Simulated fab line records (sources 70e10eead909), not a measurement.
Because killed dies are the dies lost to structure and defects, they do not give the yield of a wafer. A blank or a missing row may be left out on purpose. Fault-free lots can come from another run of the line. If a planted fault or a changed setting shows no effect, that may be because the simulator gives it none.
Chamber matching + flow nand harc + NHARC_A_BLC_CMP_25 on cmp-02: 4 sister chambers
The step polishes, t overpolish 30 s, target thk 150 nm. 18 wafers are shown with their chamber, then 9 later ones without.

WAFERS, EACH WITH ITS CHAMBER
| wafer  | chamber | motor current A (A) | time to endpoint s (s) | overpolish run s (s) |
|--------|---------|---------------------|------------------------|----------------------|
| L075.1 | 2       | 10.7                | 27.0                   | 29.992               |
| L075.2 | 0       | 11.3                | 27.6                   | 29.996               |
| L075.5 | 1       | 13.7                | 32.9                   | 29.988               |
| L076.2 | 3       | 12.1                | 27.8                   | 30.012               |
| L076.3 | 1       | 13.5                | 33.3                   | 30.007               |
| L076.5 | 3       | 12.0                | 29.1                   | 30.004               |
| L081.1 | 3       | 11.9                | 25.9                   | 29.999               |
| L081.2 | 0       | 11.7                | 25.9                   | 30.004               |
| L081.5 | 1       | 14.6                | 30.9                   | 29.995               |
| L083.2 | 0       | 11.8                | 25.5                   | 30.001               |
| L083.3 | 2       | 11.2                | 29.0                   | 30.014               |
| L083.6 | 1       | 13.6                | 31.8                   | 30.003               |
| L086.4 | 0       | 12.1                | 28.7                   | 30.005               |
| L086.5 | 0       | 11.8                | 28.5                   | 30.001               |
| L086.6 | 1       | 13.0                | 34.2                   | 30.007               |
| L087.2 | 2       | 11.7                | 29.6                   | 30.002               |
| L087.3 | 0       | 11.4                | 30.4                   | 29.983               |
| L087.4 | 3       | 12.3                | 25.7                   | 29.991               |

SIGNATURES (averages over the wafers above)
| reading            | chamber 0 | chamber 1 | chamber 2 | chamber 3 | scatter within a chamber |
|--------------------|-----------|-----------|-----------|-----------|--------------------------|
| motor current A    | 11.683    | 13.680    | 11.200    | 12.075    | 0.411                    |
| time to endpoint s | 27.767    | 32.620    | 28.533    | 27.125    | 1.59                     |
| overpolish run s   | 29.99833  | 30.00000  | 30.00267  | 30.00150  | 0.0088                   |
Rule: a wafer's distance from a chamber is the root of the sum, over the readings, of the square of ((its reading less the chamber's mean) divided by the reading's scatter). The wafer belongs to the nearest chamber; if the next one is less than 2 further off, it can't be placed. The scatter: the root of (the sum of the squares of (reading less its chamber's mean) over the shown wafers, divided by (wafers less chambers)).

WAFERS MISSING THEIR CHAMBER
| wafer  | motor current A (A) | time to endpoint s (s) | overpolish run s (s) |
|--------|---------------------|------------------------|----------------------|
| L090.1 | 11.3                | 29.1                   | 29.987               |
| L090.4 | 12.0                | 28.9                   | 29.989               |
| L090.5 | 11.9                | 29.9                   | 30.008               |
| L093.3 | 12.3                | 29.3                   | 30.001               |
| L093.4 | 14.6                | 33.9                   | 30.008               |
| L093.5 | 10.9                | 28.9                   | 30.002               |
| L096.1 | 13.7                | 29.2                   | 29.998               |
| L096.3 | 11.9                | 26.0                   | 30.001               |
| L096.6 | 11.6                | 22.5                   | 29.996               |

WHICH CHAMBER EACH WENT THROUGH
| wafer  | from the rows above          | in truth |
|--------|------------------------------|----------|
| L090.1 | can't be placed: 0 or 2 or 3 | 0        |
| L090.4 | can't be placed: 0 or 3 or 2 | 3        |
| L090.5 | can't be placed: 0 or 3 or 2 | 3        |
| L093.3 | can't be placed: 3 or 0 or 2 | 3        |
| L093.4 | 1                            | 1        |
| L093.5 | can't be placed: 2 or 0      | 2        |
| L096.1 | 1                            | 1        |
| L096.3 | can't be placed: 3 or 0 or 2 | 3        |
| L096.6 | can't be placed: 3 or 0 or 2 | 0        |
Placed correctly: 2 of 9. Not placeable from these rows: 7 (in 7, the candidates include the true chamber). Number placed wrongly: 0.
